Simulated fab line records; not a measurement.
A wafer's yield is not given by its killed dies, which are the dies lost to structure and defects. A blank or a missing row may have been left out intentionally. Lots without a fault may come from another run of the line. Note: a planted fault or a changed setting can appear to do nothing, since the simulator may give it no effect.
fab line records / flow n5Finfet
record lots=11 wafers=33 lastDay=17
route steps=1938 shown BEOL_M15@1804 PASSIVATION@1936
lots that met no fault: from a run of the same line without faults
startH: hours from the record's opening day to when the first of the lot's shown wafers began / waitH: hours elapsed since this lot's preceding step / " unchanged from the row above / L1.1+2: several wafers, shown together as one row / - no value present, or no start provided / * or withheld: withheld / < > ~ a bound
route shown NAME@n: names a module that has steps shown in the file, with the first one's number in the route / usual: average and standard deviation across the fault-free wafers / same: alike in all rows / chamber/n: place in a boat / sites: each site's reading / _std_site: the standard deviation of these / _edge_site: mean of outer sites minus mean of inner sites / radiusMm: for every site, how far away it sits from the centre of the wafer / mask NAME#n: copy n / behind: the tool/chamber that last shaped the wafer / hold: cause of the lot's hold/its duration in hours/its outcome / device: names the non-switching transistor (n, p or np) / end of line: the route-end tests of the same wafers / a step with no rows: only its recipe / killed: dies lost to structure and defects at the first sort, not the wafer's yield / map: per-die view of a wafer (x killed, . not killed, _ where there is no die)
set.NAME: setting as actually run; set.NAME@STEP: the setting as run at that earlier step / model.NAME: the simulator's own value behind a step, which no gauge read
steps of the route over a sample of lots; a table a step, a row a wafer
services: from which hour (startH, from the record's first day; less than 0 if before it) a tool's chamber was out of use, for how many hours, and why
## steps
# step N5_BEOL_M15_CD_MEAS_28
# recipe targetCdNm=407.6 landingEnergyEv=500 detector=seInlens
# usual cdNm=409.5/1.8
lot.wafer=L928.3 tool=cdSem-02 chamber=0 startH=270.46 waitH=- cdNm=407.0
lot.wafer=L928.5 tool=cdSem-02 chamber=0 startH=270.46 waitH=- cdNm=407.7
lot.wafer=L928.6 tool=cdSem-02 chamber=0 startH=270.46 waitH=- cdNm=406.6
lot.wafer=L927.3 tool=cdSem-02 chamber=0 startH=273.03 waitH=- cdNm=407.4
lot.wafer=L927.4 tool=cdSem-02 chamber=0 startH=273.03 waitH=- cdNm=407.8
lot.wafer=L927.5 tool=cdSem-02 chamber=0 startH=273.03 waitH=- cdNm=408.4
lot.wafer=L931.2 tool=cdSem-01 chamber=0 startH=286.26 waitH=- cdNm=408.0
lot.wafer=L931.4 tool=cdSem-01 chamber=0 startH=286.26 waitH=- cdNm=408.6
lot.wafer=L931.6 tool=cdSem-01 chamber=0 startH=286.26 waitH=- cdNm=405.5
lot.wafer=L930.1 tool=cdSem-02 chamber=0 startH=287.60 waitH=- cdNm=409.0
lot.wafer=L930.3 tool=cdSem-02 chamber=0 startH=287.60 waitH=- cdNm=407.7
lot.wafer=L930.4 tool=cdSem-02 chamber=0 startH=287.60 waitH=- cdNm=406.3
lot.wafer=L933.1 tool=cdSem-01 chamber=0 startH=302.85 waitH=- cdNm=410.1
lot.wafer=L933.4 tool=cdSem-01 chamber=0 startH=302.85 waitH=- cdNm=410.3
lot.wafer=L933.5 tool=cdSem-01 chamber=0 startH=302.85 waitH=- cdNm=407.6
lot.wafer=L934.1 tool=cdSem-02 chamber=0 startH=312.28 waitH=- cdNm=406.8
lot.wafer=L934.4 tool=cdSem-02 chamber=0 startH=312.28 waitH=- cdNm=407.8
lot.wafer=L934.6 tool=cdSem-02 chamber=0 startH=312.28 waitH=- cdNm=408.3
lot.wafer=L935.1 tool=cdSem-01 chamber=0 startH=320.84 waitH=- cdNm=408.9
lot.wafer=L935.3 tool=cdSem-01 chamber=0 startH=320.84 waitH=- cdNm=408.6
lot.wafer=L935.4 tool=cdSem-01 chamber=0 startH=320.84 waitH=- cdNm=409.8
lot.wafer=L937.1 tool=cdSem-02 chamber=0 startH=321.22 waitH=- cdNm=408.4
lot.wafer=L937.2 tool=cdSem-02 chamber=0 startH=321.22 waitH=- cdNm=406.4
lot.wafer=L937.4 tool=cdSem-02 chamber=0 startH=321.22 waitH=- cdNm=411.3
lot.wafer=L944.4 tool=cdSem-03 chamber=0 startH=376.95 waitH=- cdNm=410.4
lot.wafer=L944.5 tool=cdSem-03 chamber=0 startH=376.95 waitH=- cdNm=407.8
lot.wafer=L944.6 tool=cdSem-03 chamber=0 startH=376.95 waitH=- cdNm=410.5
lot.wafer=L947.3 tool=cdSem-03 chamber=0 startH=397.78 waitH=- cdNm=411.4
lot.wafer=L947.5 tool=cdSem-03 chamber=0 startH=397.78 waitH=- cdNm=412.0
lot.wafer=L947.6 tool=cdSem-03 chamber=0 startH=397.78 waitH=- cdNm=410.6
lot.wafer=L948.1 tool=cdSem-02 chamber=0 startH=401.81 waitH=- cdNm=412.2
lot.wafer=L948.3 tool=cdSem-02 chamber=0 startH=401.81 waitH=- cdNm=410.2
lot.wafer=L948.5 tool=cdSem-02 chamber=0 startH=401.81 waitH=- cdNm=410.2
# step N5_BEOL_M15_STRIP_62
# recipe chemistry=O2 powerW=600 tempC=60 pressureMtorr=30 rfFrequencyHz=6e+07 biasPowerW=0 overashFraction=0.3 o2FlowSccm=225
# usual drypumpMotorCurrentA=5.9/0.38 oesProductAu=0.81/0.11 rfVppV=3.6/0.51 showerheadPlenumPTorr=2.11/0.092 throttleValvePct=16.66/0.29
lot.wafer=L928.3 tool=rieDiel-05 chamber=1 startH=- waitH=- drypumpMotorCurrentA=6.1 oesProductAu=0.71 rfHoursCounterH=194 rfVppV=4.2 showerheadPlenumPTorr=2.07 throttleValvePct=16.53
lot.wafer=L928.5 tool=rieDiel-05 chamber=0 startH=- waitH=- drypumpMotorCurrentA=6.4 oesProductAu=0.89 rfHoursCounterH=- rfVppV=3.9 showerheadPlenumPTorr=2.22 throttleValvePct=16.76
lot.wafer=L928.6 tool=rieDiel-05 chamber=3 startH=- waitH=- drypumpMotorCurrentA=6.2 oesProductAu=0.66 rfHoursCounterH=- rfVppV=3.4 showerheadPlenumPTorr=2.16 throttleValvePct=16.98
lot.wafer=L927.3 tool=rieDiel-01 chamber=3 startH=- waitH=- drypumpMotorCurrentA=5.6 oesProductAu=0.69 rfHoursCounterH=220 rfVppV=3.3 showerheadPlenumPTorr=2.17 throttleValvePct=16.99
lot.wafer=L927.4 tool=rieDiel-01 chamber=0 startH=- waitH=- drypumpMotorCurrentA=6.2 oesProductAu=0.70 rfHoursCounterH=- rfVppV=3.3 showerheadPlenumPTorr=1.98 throttleValvePct=16.84
lot.wafer=L927.5 tool=rieDiel-01 chamber=1 startH=- waitH=- drypumpMotorCurrentA=6.1 oesProductAu=0.69 rfHoursCounterH=- rfVppV=3.2 showerheadPlenumPTorr=2.06 throttleValvePct=16.96
lot.wafer=L931.2 tool=rieDiel-01 chamber=1 startH=- waitH=- drypumpMotorCurrentA=6.1 oesProductAu=0.69 rfHoursCounterH=246 rfVppV=3.3 showerheadPlenumPTorr=2.06 throttleValvePct=16.97
lot.wafer=L931.4 tool=rieDiel-01 chamber=3 startH=- waitH=- drypumpMotorCurrentA=5.6 oesProductAu=0.70 rfHoursCounterH=226 rfVppV=3.8 showerheadPlenumPTorr=2.17 throttleValvePct=17.01
lot.wafer=L931.6 tool=rieDiel-01 chamber=2 startH=- waitH=- drypumpMotorCurrentA=5.2 oesProductAu=0.86 rfHoursCounterH=- rfVppV=2.9 showerheadPlenumPTorr=2.05 throttleValvePct=16.60
lot.wafer=L930.1 tool=rieDiel-06 chamber=2 startH=- waitH=- drypumpMotorCurrentA=5.6 oesProductAu=0.76 rfHoursCounterH=169 rfVppV=3.8 showerheadPlenumPTorr=1.92 throttleValvePct=16.84
lot.wafer=L930.3 tool=rieDiel-06 chamber=3 startH=- waitH=- drypumpMotorCurrentA=6.2 oesProductAu=0.72 rfHoursCounterH=196 rfVppV=2.6 showerheadPlenumPTorr=2.08 throttleValvePct=17.13
lot.wafer=L930.4 tool=rieDiel-06 chamber=1 startH=- waitH=- drypumpMotorCurrentA=5.2 oesProductAu=0.94 rfHoursCounterH=5 rfVppV=3.3 showerheadPlenumPTorr=2.06 throttleValvePct=16.16
lot.wafer=L933.1 tool=rieDiel-05 chamber=1 startH=- waitH=- drypumpMotorCurrentA=6.0 oesProductAu=0.71 rfHoursCounterH=207 rfVppV=4.6 showerheadPlenumPTorr=2.07 throttleValvePct=16.55
lot.wafer=L933.4 tool=rieDiel-05 chamber=1 startH=- waitH=- drypumpMotorCurrentA=6.0 oesProductAu=0.71 rfHoursCounterH=- rfVppV=3.3 showerheadPlenumPTorr=2.07 throttleValvePct=16.56
lot.wafer=L933.5 tool=rieDiel-05 chamber=2 startH=- waitH=- drypumpMotorCurrentA=6.2 oesProductAu=0.93 rfHoursCounterH=- rfVppV=3.3 showerheadPlenumPTorr=2.24 throttleValvePct=16.17
lot.wafer=L934.1 tool=rieDiel-05 chamber=2 startH=- waitH=- drypumpMotorCurrentA=6.2 oesProductAu=0.93 rfHoursCounterH=16 rfVppV=3.6 showerheadPlenumPTorr=2.24 throttleValvePct=16.18
lot.wafer=L934.4 tool=rieDiel-05 chamber=1 startH=- waitH=- drypumpMotorCurrentA=6.0 oesProductAu=0.71 rfHoursCounterH=- rfVppV=4.0 showerheadPlenumPTorr=2.07 throttleValvePct=16.57
lot.wafer=L934.6 tool=rieDiel-05 chamber=0 startH=- waitH=- drypumpMotorCurrentA=6.4 oesProductAu=0.87 rfHoursCounterH=- rfVppV=2.9 showerheadPlenumPTorr=2.22 throttleValvePct=16.80
lot.wafer=L935.1 tool=rieDiel-05 chamber=1 startH=- waitH=- drypumpMotorCurrentA=6.0 oesProductAu=0.71 rfHoursCounterH=216 rfVppV=4.2 showerheadPlenumPTorr=2.07 throttleValvePct=16.57
lot.wafer=L935.3 tool=rieDiel-05 chamber=0 startH=- waitH=- drypumpMotorCurrentA=6.4 oesProductAu=0.85 rfHoursCounterH=42 rfVppV=3.7 showerheadPlenumPTorr=2.21 throttleValvePct=16.80
lot.wafer=L935.4 tool=rieDiel-05 chamber=3 startH=- waitH=- drypumpMotorCurrentA=6.2 oesProductAu=1.00 rfHoursCounterH=2 rfVppV=3.8 showerheadPlenumPTorr=2.16 throttleValvePct=16.56
lot.wafer=L937.1 tool=rieDiel-01 chamber=1 startH=- waitH=- drypumpMotorCurrentA=6.1 oesProductAu=0.97 rfHoursCounterH=2 rfVppV=3.0 showerheadPlenumPTorr=2.05 throttleValvePct=16.49
lot.wafer=L937.2 tool=rieDiel-01 chamber=3 startH=- waitH=- drypumpMotorCurrentA=5.6 oesProductAu=0.68 rfHoursCounterH=241 rfVppV=3.9 showerheadPlenumPTorr=2.16 throttleValvePct=17.02
lot.wafer=L937.4 tool=rieDiel-01 chamber=1 startH=- waitH=- drypumpMotorCurrentA=6.1 oesProductAu=0.99 rfHoursCounterH=- rfVppV=3.4 showerheadPlenumPTorr=2.05 throttleValvePct=16.51
lot.wafer=L944.4 tool=rieDiel-01 chamber=1 startH=- waitH=- drypumpMotorCurrentA=6.1 oesProductAu=0.91 rfHoursCounterH=18 rfVppV=3.5 showerheadPlenumPTorr=2.05 throttleValvePct=16.54
lot.wafer=L944.5 tool=rieDiel-01 chamber=0 startH=- waitH=- drypumpMotorCurrentA=6.2 oesProductAu=0.93 rfHoursCounterH=- rfVppV=3.5 showerheadPlenumPTorr=2.24 throttleValvePct=16.35
lot.wafer=L944.6 tool=rieDiel-01 chamber=1 startH=- waitH=- drypumpMotorCurrentA=6.1 oesProductAu=0.92 rfHoursCounterH=- rfVppV=4.0 showerheadPlenumPTorr=2.05 throttleValvePct=16.55
lot.wafer=L947.3 tool=rieDiel-05 chamber=2 startH=- waitH=- drypumpMotorCurrentA=6.2 oesProductAu=0.88 rfHoursCounterH=39 rfVppV=3.4 showerheadPlenumPTorr=2.23 throttleValvePct=16.23
lot.wafer=L947.5 tool=rieDiel-05 chamber=3 startH=- waitH=- drypumpMotorCurrentA=6.1 oesProductAu=0.94 rfHoursCounterH=- rfVppV=3.4 showerheadPlenumPTorr=2.15 throttleValvePct=16.61
lot.wafer=L947.6 tool=rieDiel-05 chamber=2 startH=- waitH=- drypumpMotorCurrentA=6.2 oesProductAu=0.88 rfHoursCounterH=- rfVppV=3.8 showerheadPlenumPTorr=2.23 throttleValvePct=16.21
lot.wafer=L948.1 tool=rieDiel-06 chamber=2 startH=- waitH=- drypumpMotorCurrentA=5.6 oesProductAu=0.74 rfHoursCounterH=197 rfVppV=3.5 showerheadPlenumPTorr=1.91 throttleValvePct=16.89
lot.wafer=L948.3 tool=rieDiel-06 chamber=3 startH=- waitH=- drypumpMotorCurrentA=6.2 oesProductAu=0.70 rfHoursCounterH=226 rfVppV=4.5 showerheadPlenumPTorr=2.07 throttleValvePct=17.21
lot.wafer=L948.5 tool=rieDiel-06 chamber=0 startH=- waitH=- drypumpMotorCurrentA=5.7 oesProductAu=0.69 rfHoursCounterH=- rfVppV=4.0 showerheadPlenumPTorr=2.05 throttleValvePct=16.84
# step N5_BEOL_M15_PRE_CLEAN_42
# recipe gas=H2/He timeS=30 tempC=300
# usual heaterPowerW=460/49
lot.wafer=L928.3 tool=pvdSputter-01 chamber=- startH=271.37 waitH=0.0 heaterPowerW=427
lot.wafer=L928.5 tool=pvdSputter-01 chamber=- startH=271.37 waitH=0.0 heaterPowerW=423
lot.wafer=L928.6 tool=pvdSputter-01 chamber=- startH=271.37 waitH=0.0 heaterPowerW=487
lot.wafer=L927.3 tool=pvdSputter-03 chamber=- startH=276.36 waitH=0.0 heaterPowerW=573
lot.wafer=L927.4 tool=pvdSputter-03 chamber=- startH=276.36 waitH=0.0 heaterPowerW=429
lot.wafer=L927.5 tool=pvdSputter-03 chamber=- startH=276.36 waitH=0.0 heaterPowerW=430
lot.wafer=L931.2 tool=pvdSputter-03 chamber=- startH=293.39 waitH=0.0 heaterPowerW=568
lot.wafer=L931.4 tool=pvdSputter-03 chamber=- startH=293.39 waitH=0.0 heaterPowerW=439
lot.wafer=L931.6 tool=pvdSputter-03 chamber=- startH=293.39 waitH=0.0 heaterPowerW=440
lot.wafer=L930.1 tool=pvdSputter-01 chamber=- startH=293.87 waitH=0.0 heaterPowerW=471
lot.wafer=L930.3 tool=pvdSputter-01 chamber=- startH=293.87 waitH=0.0 heaterPowerW=463
lot.wafer=L930.4 tool=pvdSputter-01 chamber=- startH=293.87 waitH=0.0 heaterPowerW=427
lot.wafer=L933.1 tool=pvdSputter-02 chamber=- startH=307.00 waitH=0.0 heaterPowerW=461
lot.wafer=L933.4 tool=pvdSputter-02 chamber=- startH=307.00 waitH=0.0 heaterPowerW=506
lot.wafer=L933.5 tool=pvdSputter-02 chamber=- startH=307.00 waitH=0.0 heaterPowerW=457
lot.wafer=L934.1 tool=pvdSputter-01 chamber=- startH=316.15 waitH=0.0 heaterPowerW=478
lot.wafer=L934.4 tool=pvdSputter-01 chamber=- startH=316.15 waitH=0.0 heaterPowerW=422
lot.wafer=L934.6 tool=pvdSputter-01 chamber=- startH=316.15 waitH=0.0 heaterPowerW=432
lot.wafer=L935.1 tool=pvdSputter-02 chamber=- startH=331.54 waitH=0.0 heaterPowerW=462
lot.wafer=L935.3 tool=pvdSputter-02 chamber=- startH=331.54 waitH=0.0 heaterPowerW=511
lot.wafer=L935.4 tool=pvdSputter-02 chamber=- startH=331.54 waitH=0.0 heaterPowerW=407
lot.wafer=L937.1 tool=pvdSputter-01 chamber=- startH=334.27 waitH=0.0 heaterPowerW=433
lot.wafer=L937.2 tool=pvdSputter-01 chamber=- startH=334.27 waitH=0.0 heaterPowerW=468
lot.wafer=L937.4 tool=pvdSputter-01 chamber=- startH=334.27 waitH=0.0 heaterPowerW=462
lot.wafer=L944.4 tool=pvdSputter-01 chamber=- startH=378.89 waitH=0.0 heaterPowerW=489
lot.wafer=L944.5 tool=pvdSputter-01 chamber=- startH=378.89 waitH=0.0 heaterPowerW=474
lot.wafer=L944.6 tool=pvdSputter-01 chamber=- startH=378.89 waitH=0.0 heaterPowerW=466
lot.wafer=L947.3 tool=pvdSputter-02 chamber=- startH=399.37 waitH=0.0 heaterPowerW=451
lot.wafer=L947.5 tool=pvdSputter-02 chamber=- startH=399.37 waitH=0.0 heaterPowerW=410
lot.wafer=L947.6 tool=pvdSputter-02 chamber=- startH=399.37 waitH=0.0 heaterPowerW=454
lot.wafer=L948.1 tool=pvdSputter-03 chamber=- startH=403.43 waitH=0.0 heaterPowerW=434
lot.wafer=L948.3 tool=pvdSputter-03 chamber=- startH=403.43 waitH=0.0 heaterPowerW=438
lot.wafer=L948.5 tool=pvdSputter-03 chamber=- startH=403.43 waitH=0.0 heaterPowerW=447
# step N5_BEOL_M15_SPUTTER_45
# recipe material=Cu targetThkA=1000 tempC=-20 biasV=60 powerW=26000 chamberPressurePa=0.13 timeS=16.67
# usual cathodeDcPowerW=25999/4.8 throttleValvePct=29.8/1.1
lot.wafer=L928.3 tool=pvdSputter-01 chamber=- startH=271.57 waitH=0.0 cathodeDcPowerW=26000 throttleValvePct=29.2
lot.wafer=L928.5 tool=pvdSputter-01 chamber=- startH=271.57 waitH=0.0 cathodeDcPowerW=26004 throttleValvePct=29.2
lot.wafer=L928.6 tool=pvdSputter-01 chamber=- startH=271.57 waitH=0.0 cathodeDcPowerW=25995 throttleValvePct=28.9
lot.wafer=L927.3 tool=pvdSputter-03 chamber=- startH=276.56 waitH=0.0 cathodeDcPowerW=25996 throttleValvePct=29.5
lot.wafer=L927.4 tool=pvdSputter-03 chamber=- startH=276.56 waitH=0.0 cathodeDcPowerW=26002 throttleValvePct=28.0
lot.wafer=L927.5 tool=pvdSputter-03 chamber=- startH=276.56 waitH=0.0 cathodeDcPowerW=26005 throttleValvePct=31.5
lot.wafer=L931.2 tool=pvdSputter-03 chamber=- startH=293.59 waitH=0.0 cathodeDcPowerW=25998 throttleValvePct=29.4
lot.wafer=L931.4 tool=pvdSputter-03 chamber=- startH=293.59 waitH=0.0 cathodeDcPowerW=26000 throttleValvePct=31.5
lot.wafer=L931.6 tool=pvdSputter-03 chamber=- startH=293.59 waitH=0.0 cathodeDcPowerW=25996 throttleValvePct=31.6
lot.wafer=L930.1 tool=pvdSputter-01 chamber=- startH=294.07 waitH=0.0 cathodeDcPowerW=25997 throttleValvePct=31.0
lot.wafer=L930.3 tool=pvdSputter-01 chamber=- startH=294.07 waitH=0.0 cathodeDcPowerW=26002 throttleValvePct=28.8
lot.wafer=L930.4 tool=pvdSputter-01 chamber=- startH=294.07 waitH=0.0 cathodeDcPowerW=25992 throttleValvePct=29.3
lot.wafer=L933.1 tool=pvdSputter-02 chamber=- startH=307.20 waitH=0.0 cathodeDcPowerW=26007 throttleValvePct=30.5
lot.wafer=L933.4 tool=pvdSputter-02 chamber=- startH=307.20 waitH=0.0 cathodeDcPowerW=26003 throttleValvePct=29.4
lot.wafer=L933.5 tool=pvdSputter-02 chamber=- startH=307.20 waitH=0.0 cathodeDcPowerW=26001 throttleValvePct=30.5
lot.wafer=L934.1 tool=pvdSputter-01 chamber=- startH=316.35 waitH=0.0 cathodeDcPowerW=26008 throttleValvePct=28.8
lot.wafer=L934.4 tool=pvdSputter-01 chamber=- startH=316.35 waitH=0.0 cathodeDcPowerW=25996 throttleValvePct=29.0
lot.wafer=L934.6 tool=pvdSputter-01 chamber=- startH=316.35 waitH=0.0 cathodeDcPowerW=26003 throttleValvePct=29.1
lot.wafer=L935.1 tool=pvdSputter-02 chamber=- startH=331.74 waitH=0.0 cathodeDcPowerW=26006 throttleValvePct=30.4
lot.wafer=L935.3 tool=pvdSputter-02 chamber=- startH=331.74 waitH=0.0 cathodeDcPowerW=25999 throttleValvePct=29.5
lot.wafer=L935.4 tool=pvdSputter-02 chamber=- startH=331.74 waitH=0.0 cathodeDcPowerW=25989 throttleValvePct=29.3
lot.wafer=L937.1 tool=pvdSputter-01 chamber=- startH=334.47 waitH=0.0 cathodeDcPowerW=25996 throttleValvePct=29.1
lot.wafer=L937.2 tool=pvdSputter-01 chamber=- startH=334.47 waitH=0.0 cathodeDcPowerW=25997 throttleValvePct=28.9
lot.wafer=L937.4 tool=pvdSputter-01 chamber=- startH=334.47 waitH=0.0 cathodeDcPowerW=25996 throttleValvePct=28.9
lot.wafer=L944.4 tool=pvdSputter-01 chamber=- startH=379.09 waitH=0.0 cathodeDcPowerW=26003 throttleValvePct=29.0
lot.wafer=L944.5 tool=pvdSputter-01 chamber=- startH=379.09 waitH=0.0 cathodeDcPowerW=26002 throttleValvePct=28.6
lot.wafer=L944.6 tool=pvdSputter-01 chamber=- startH=379.09 waitH=0.0 cathodeDcPowerW=24931 throttleValvePct=30.8
lot.wafer=L947.3 tool=pvdSputter-02 chamber=- startH=399.57 waitH=0.0 cathodeDcPowerW=26007 throttleValvePct=30.4
lot.wafer=L947.5 tool=pvdSputter-02 chamber=- startH=399.57 waitH=0.0 cathodeDcPowerW=26005 throttleValvePct=29.2
lot.wafer=L947.6 tool=pvdSputter-02 chamber=- startH=399.57 waitH=0.0 cathodeDcPowerW=25992 throttleValvePct=30.6
lot.wafer=L948.1 tool=pvdSputter-03 chamber=- startH=403.63 waitH=0.0 cathodeDcPowerW=26000 throttleValvePct=28.3
lot.wafer=L948.3 tool=pvdSputter-03 chamber=- startH=403.63 waitH=0.0 cathodeDcPowerW=25998 throttleValvePct=31.3
lot.wafer=L948.5 tool=pvdSputter-03 chamber=- startH=403.63 waitH=0.0 cathodeDcPowerW=25992 throttleValvePct=31.4
# step N5_PASSIVATION_PROBE_49
# usual defectLimitedYield=91.4/1.5 killed_at_M0_to_M3=32/9.8 killed_at_M4_up=15/5.6 killedAtContacts=12/5.4 killedAtFrontEnd=40/13 killedAtOther=3.0/2.1 killedDies=102/17 killedOnRim=14/4.4 killedOpen=67/13 killedShort=32/7.1 sort_bin_5_function=5.1/0.96 sort_bin_6_memory=3.2/0.7 sort_bin_8_speed=0.0/0.3 sortNPass=1078/18 sortYieldPct=91.3/1.5
# same grossDies=1180 killedAtBackSide=0 sort_bin_4_leakage[%]=0
lot.wafer=L933.1 tool=prober-02 chamber=- startH=322.25 waitH=0.0 defectLimitedYield[%]=93.2 killed_at_M0_to_M3=23 killed_at_M4_up=8 killedAtContacts=7 killedAtFrontEnd=38 killedAtOther=4 killedDies=80 killedOnRim=17 killedOpen=56 killedShort=23 sort_bin_5_function[%]=4.2 sort_bin_6_memory[%]=2.4 sort_bin_8_speed[%]=0 sortNPass=1100 sortYieldPct[%]=93.2
lot.wafer=L933.4 tool=prober-02 chamber=- startH=322.40 waitH=0.2 defectLimitedYield[%]=92.7 killed_at_M0_to_M3=28 killed_at_M4_up=15 killedAtContacts=6 killedAtFrontEnd=36 killedAtOther=1 killedDies=86 killedOnRim=9 killedOpen=52 killedShort=33 sort_bin_5_function[%]=4.2 sort_bin_6_memory[%]=3.0 sort_bin_8_speed[%]=0 sortNPass=1094 sortYieldPct[%]=92.7
lot.wafer=L933.5 tool=prober-02 chamber=- startH=322.45 waitH=0.2 defectLimitedYield[%]=93.6 killed_at_M0_to_M3=26 killed_at_M4_up=10 killedAtContacts=9 killedAtFrontEnd=25 killedAtOther=6 killedDies=76 killedOnRim=12 killedOpen=42 killedShort=32 sort_bin_5_function[%]=4.7 sort_bin_6_memory[%]=1.4 sort_bin_8_speed[%]=0 sortNPass=1104 sortYieldPct[%]=93.6
lot.wafer=L937.1 tool=prober-01 chamber=- startH=352.48 waitH=0.0 defectLimitedYield[%]=91.3 killed_at_M0_to_M3=27 killed_at_M4_up=7 killedAtContacts=11 killedAtFrontEnd=55 killedAtOther=3 killedDies=103 killedOnRim=19 killedOpen=64 killedShort=36 sort_bin_5_function[%]=5.1 sort_bin_6_memory[%]=3.3 sort_bin_8_speed[%]=0 sortNPass=1077 sortYieldPct[%]=91.3
lot.wafer=L937.2 tool=prober-01 chamber=- startH=352.53 waitH=0.1 defectLimitedYield[%]=89.7 killed_at_M0_to_M3=42 killed_at_M4_up=22 killedAtContacts=13 killedAtFrontEnd=41 killedAtOther=3 killedDies=121 killedOnRim=14 killedOpen=70 killedShort=47 sort_bin_5_function[%]=6.2 sort_bin_6_memory[%]=3.4 sort_bin_8_speed[%]=0 sortNPass=1059 sortYieldPct[%]=89.7
lot.wafer=L937.4 tool=prober-01 chamber=- startH=352.63 waitH=0.2 defectLimitedYield[%]=90.8 killed_at_M0_to_M3=29 killed_at_M4_up=9 killedAtContacts=16 killedAtFrontEnd=48 killedAtOther=7 killedDies=109 killedOnRim=15 killedOpen=67 killedShort=39 sort_bin_5_function[%]=6.2 sort_bin_6_memory[%]=2.9 sort_bin_8_speed[%]=0 sortNPass=1071 sortYieldPct[%]=90.8
# killed by level:class
L933.1 STI_FIN_REVEAL:geometricParticle:open=13 BEOL_M0_SAQP:geometricParticle:short=6 BEOL_M1:geometricParticle:open=6 MOL_CONTACT_COAG:geometricParticle:open=5 BEOL_M0_SAQP:geometricParticle:open=5 GATE_CUT:geometricParticle:short=4 FIN_SAQP:geometricParticle:open=3 GATE_CUT:geometricParticle:open=3
L933.4 GATE_CUT:geometricParticle:short=9 GATE_CUT:geometricParticle:open=7 BEOL_M2:geometricParticle:open=7 BEOL_M0_SAQP:geometricParticle:open=6 BEOL_M0_SAQP:geometricParticle:short=5 BEOL_M4:geometricParticle:open=5 FIN_SAQP:geometricParticle:short=4 DUMMY_GATE:geometricParticle:open=4
L933.5 MOL_CONTACT_COAG:geometricParticle:open=6 BEOL_M0_SAQP:geometricParticle:open=5 STARTING-WAFER:geometricParticle:short=5 FIN_SAQP:geometricParticle:short=4 BEOL_M0_SAQP:geometricParticle:short=4 BEOL_M1:geometricParticle:open=4 BEOL_M1:geometricParticle:short=4 BEOL_M4:geometricParticle:open=4
L937.1 FIN_SAQP:geometricParticle:open=16 STI_FIN_REVEAL:geometricParticle:open=11 FIN_SAQP:geometricParticle:short=8 MOL_CONTACT_COAG:geometricParticle:open=8 DUMMY_GATE:geometricParticle:open=8 BEOL_M0_SAQP:geometricParticle:short=6 BEOL_M0_SAQP:geometricParticle:open=4 BEOL_M2:geometricParticle:open=4
L937.2 MOL_CONTACT_COAG:geometricParticle:open=11 BEOL_M0_SAQP:geometricParticle:open=9 BEOL_M4:geometricParticle:open=9 FIN_SAQP:geometricParticle:short=7 BEOL_M0_SAQP:geometricParticle:short=7 BEOL_M3:geometricParticle:open=7 GATE_CUT:geometricParticle:short=6 FIN_SAQP:geometricParticle:open=5
L937.4 MOL_CONTACT_COAG:geometricParticle:open=13 FIN_SAQP:geometricParticle:open=10 STI_FIN_REVEAL:geometricParticle:open=9 BEOL_M3:geometricParticle:open=9 FIN_SAQP:geometricParticle:short=7 STARTING-WAFER:geometricParticle:short=5 BEOL_M0_SAQP:geometricParticle:short=4 BEOL_M0_SAQP:geometricParticle:open=4
## services
tool=rieDiel-01 chamber=0 startH=249.43 hours=3.8 kind=repair
tool=rieDiel-05 chamber=2 startH=250.16 hours=- kind=clean
tool=rieDiel-05 chamber=2 startH=250.16 hours=- kind=consumableReplace:focusRing
tool=rieDiel-05 chamber=2 startH=250.16 hours=- kind=consumableReplace:showerhead
tool=rieDiel-05 chamber=2 startH=250.16 hours=21.8 kind=scheduledDown
tool=rieDiel-05 chamber=2 startH=250.16 hours=21.8 kind=ventCycle
tool=rieDiel-01 chamber=2 startH=265.90 hours=16.8 kind=repair
tool=rieDiel-05 chamber=3 startH=298.74 hours=- kind=clean
tool=rieDiel-05 chamber=3 startH=298.74 hours=- kind=consumableReplace:focusRing
tool=rieDiel-05 chamber=3 startH=298.74 hours=22.1 kind=scheduledDown
tool=rieDiel-05 chamber=3 startH=298.74 hours=22.1 kind=ventCycle
tool=rieDiel-01 chamber=1 startH=303.50 hours=- kind=clean
tool=rieDiel-01 chamber=1 startH=303.50 hours=- kind=consumableReplace:focusRing
tool=rieDiel-01 chamber=1 startH=303.50 hours=23.9 kind=scheduledDown
tool=rieDiel-01 chamber=1 startH=303.50 hours=23.9 kind=ventCycle
tool=pvdSputter-02 chamber=- startH=322.06 hours=8.6 kind=repair
tool=rieDiel-01 chamber=0 startH=327.72 hours=- kind=clean
tool=rieDiel-01 chamber=0 startH=327.72 hours=- kind=consumableReplace:focusRing
tool=rieDiel-01 chamber=0 startH=327.72 hours=- kind=consumableReplace:showerhead
tool=rieDiel-01 chamber=0 startH=327.72 hours=23.3 kind=scheduledDown
tool=pvdSputter-02 chamber=- startH=354.74 hours=5.9 kind=repair
tool=pvdSputter-03 chamber=- startH=364.90 hours=3.4 kind=repair
tool=rieDiel-05 chamber=- startH=370.65 hours=0.8 kind=repair
tool=rieDiel-06 chamber=2 startH=372.79 hours=4.4 kind=repair
## key
firstSign step=N5_BEOL_M15_SPUTTER_45 reading=cathodeDcPowerW direction=down sigmas=99+ usual=* struck=*
effect none on later readings
metAt N5_BEOL_M15_SPUTTER_45
struckLots L944
struckWafers L944.6
notActingAt N5_BEOL_M15_CD_MEAS_28,N5_BEOL_M15_STRIP_62,N5_BEOL_M15_PRE_CLEAN_42
onsetBetween 294.07 379.09
fault kind=processParameterDrift tool=pvdSputter-01 chamber=- onsetH=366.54 steps=N5_BEOL_M15_SPUTTER_45 channel=powerW offset=* shape=step endH=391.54 actsIn=* stated=* scope=struckWafersOnly
